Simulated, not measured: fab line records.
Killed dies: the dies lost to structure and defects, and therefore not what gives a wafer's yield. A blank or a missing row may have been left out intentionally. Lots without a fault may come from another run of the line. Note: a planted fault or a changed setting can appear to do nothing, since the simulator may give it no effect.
Comparing a struck lot with a sound one ; flow n5_finfet ; 37 steps out of a route of 1938
Sound: these wafers, L946.2, L946.3, L946.6. Struck: wafers L941.3, L941.5, L941.6. The cause is named last.
Each step with rows lists, per side, the tool, then ch with its chambers, then its first start. Under that, the readings that differ: sound wafers ; struck wafers ; difference of the means ; sigmas: that difference in standard deviations of wafers without a fault.
alike: readings with means less than 2 such deviations apart, plus words and numbers identical on both sides. not compared: withheld readings, readings lacking a value on some wafer, bounds such as >300 that could conceal the same value, and numbers that have no deviation in the record and whose values overlap.
The two part at a step that has a row with sigmas, a row that says differs or no value, or rows on one side only. Non-overlapping numbers with no deviation appear without sigmas and do not part them. A reading missing from all wafers of one side parts the sides only when that side holds two or more wafers.

first, 9 steps without rows for these wafers: N5_BEOL_M4_ANNEAL_95 (time 240 s); N5_BEOL_M4_SPUTTER_96 (material Cu, target thk 4.5 nm, time 8.29 s); N5_BEOL_M4_ECD_50 (material Cu, target thk 300 nm); N5_BEOL_M4_ANNEAL_51 (time 90 s); N5_BEOL_M4_CMP_52 (polishes, stops on SiOC, t overpolish 6.8 s, target thk 40 nm); N5_BEOL_M4_PRE_CLEAN_60 (time 15 s); N5_BEOL_M4_CO_CAP_55 (material Co, precursor CCTBA/H2, target thk 2 nm, time 102.1 s); N5_BEOL_M4_PRE_CLEAN_56 (time 15 s); N5_BEOL_M4_DEP_57 (deposits SiCN from 3MS/NH3, target thk 8 nm, time 14 s).
N5_BEOL_M4_RC_MEAS_101:
  sound on prober-01 ch 0, day 12 22:51; struck on prober-02 ch 0, day 11 09:21
  alike: DIBL_N, DIBL_P, IOFF_N, IOFF_P, ION_N, ION_P, SS_N, SS_P, VT_N, VT_P
then, 24 steps without rows for these wafers: N5_BEOL_M5_ILD_DEP_00 (deposits SiCOH lowk from DEMS/porogen, target thk 140.64 nm, time 25.9 s); N5_BEOL_M5_CURE_79 (cures SiCOH lowk, time 240 s); N5_BEOL_M5_PECVD_70 (deposits SiO2 from TEOS/O2, target thk 16 nm, time 18 s); N5_BEOL_M5_HM_DEP_02 (deposits TiN, target thk 20 nm); N5_BEOL_M5_COAT_59 (time 60 s, resist thk 60 nm); N5_BEOL_M5_COAT_60 (time 60 s, resist thk 12 nm); N5_BEOL_M5_COAT_71 (time 60 s, resist thk 5 nm); N5_BEOL_M5_COAT_05 (resist thk 30 nm); N5_BEOL_M5_EBR_07; N5_BEOL_M5_SOFTBAKE_06 (time 60 s); N5_BEOL_M5_EXPOSE_08 (exposes mask M5, target cd 28 nm); N5_BEOL_M5_PEB_09 (peb time 60 s); N5_BEOL_M5_DEVELOP_10 (develop time 30 s); N5_BEOL_M5_DESCUM_16 (chemistry O2, time 7 s); N5_BEOL_M5_ETCH_72 (etches underlayer in N2/H2, target depth 6.5 nm, time 5.2 s); N5_BEOL_M5_ETCH_61 (etches SiARC in CF4, target depth 15.6 nm, time 26 s); N5_BEOL_M5_ETCH_62 (etches SOC in N2/H2, target depth 75 nm, overetch 15 nm, time 112.5 s); N5_BEOL_M5_STRIP_63 (strips in N2/H2); N5_BEOL_M5_STRIP_73 (strips in N2/H2); N5_BEOL_M5_STRIP_64 (strips in CF4); N5_BEOL_M5_HM_OPEN_17 (chemistry Cl2/BCl3, target TiN, target depth 20 nm, overetch 6 nm); N5_BEOL_M5_STRIP_19 (strips in O2); N5_BEOL_M5_COAT_65 (time 60 s, resist thk 60 nm); N5_BEOL_M5_COAT_66 (time 60 s, resist thk 12 nm).
N5_BEOL_M9_ETCH_66: etches SOC in N2/H2, target depth 80 nm, overetch 16 nm, time 120 s.
  sound on rie_diel-02 ch 0,3, day 14 14:25; struck on rie_diel-02 ch 0,1,3, day 13 04:08
  no value came back on the struck wafers for any of 7 readings (bias_w (W), chamber_pressure_mTorr (mTorr) and others); on the sound wafers bias_w (W) reads 149.3 149.4 150.2
reading;sound;struck;difference;sigmas
model.CAR-EUV_of_BEOL_M9_COAT_22.thk_nm (nm);0 0 0;11.2 11.4 11.2;+11.3;
model.SiARC_of_BEOL_M9_COAT_64.thk_nm (nm);6.4 6.4 6.4;12 12 12;+6;
model.underlayer_of_BEOL_M9_COAT_75.thk_nm (nm);0 0 0;5 5 5;+5;
  not compared: rf_hours_counter_h
N5_BEOL_M9_VIA_ETCH_34: etches SiCOH lowk in C4F6/O2, target depth 182.4 nm, time 68.4 s.
  sound on rie_diel-02 ch 0,3, day 14 14:31; struck on rie_diel-02 ch 0,1,3, day 13 04:14
reading;sound;struck;difference;sigmas
oes_product_au (a.u.);0.87 0.94 0.94;0.33 0.37 0.32;-0.58;-6
  alike: C4F6_flow_sccm, O2_flow_sccm, bias_w, drypump_motor_current_A, rf_vpp_V, showerhead_plenum_p_Torr, throttle_valve_pct
  not compared: rf_hours_counter_h
-- the record jumps here: 2 days lie between the struck wafers' starts before and after (it left off in module BEOL_M9 and takes up again in module PASSIVATION, whose first step shown is number 1936 of the route) --
N5_PASSIVATION_PROBE_49:
  sound: prober-02 at day 17 03:52; struck: prober-02 at day 15 12:08
reading;sound;struck;difference;sigmas
defect_limited_yield (%);91.1 89.7 92.0;0 0 0;-91;-57
killed_at_M4_up;10 10 11;1054 1056 1067;+1049;+99 or more
killed_dies;105 122 94;1180 1180 1180;+1073;+56
killed_on_rim;17 18 8;152 152 152;+138;+34
sort_bin_5_function (%);5.6 6.6 5.1;95.7 95.1 96.1;+89.9;+90
sort_n_pass;1075 1058 1086;0 0 0;-1073;-56
sort_yield_pct (%);91.1 89.7 92.0;0 0 0;-91;-57
  alike: killed_at_M0_to_M3, killed_at_contacts, killed_at_front_end, killed_at_other, killed_open, killed_short, sort_bin_6_memory

WHERE THEY PART
First at N5_BEOL_M9_ETCH_66; last, within this record, at N5_PASSIVATION_PROBE_49.

WHY: whatever the simulator had introduced
Entire step skipped (rie_diel-02, N5_BEOL_M9_ETCH_66), from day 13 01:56 onward. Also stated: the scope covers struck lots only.
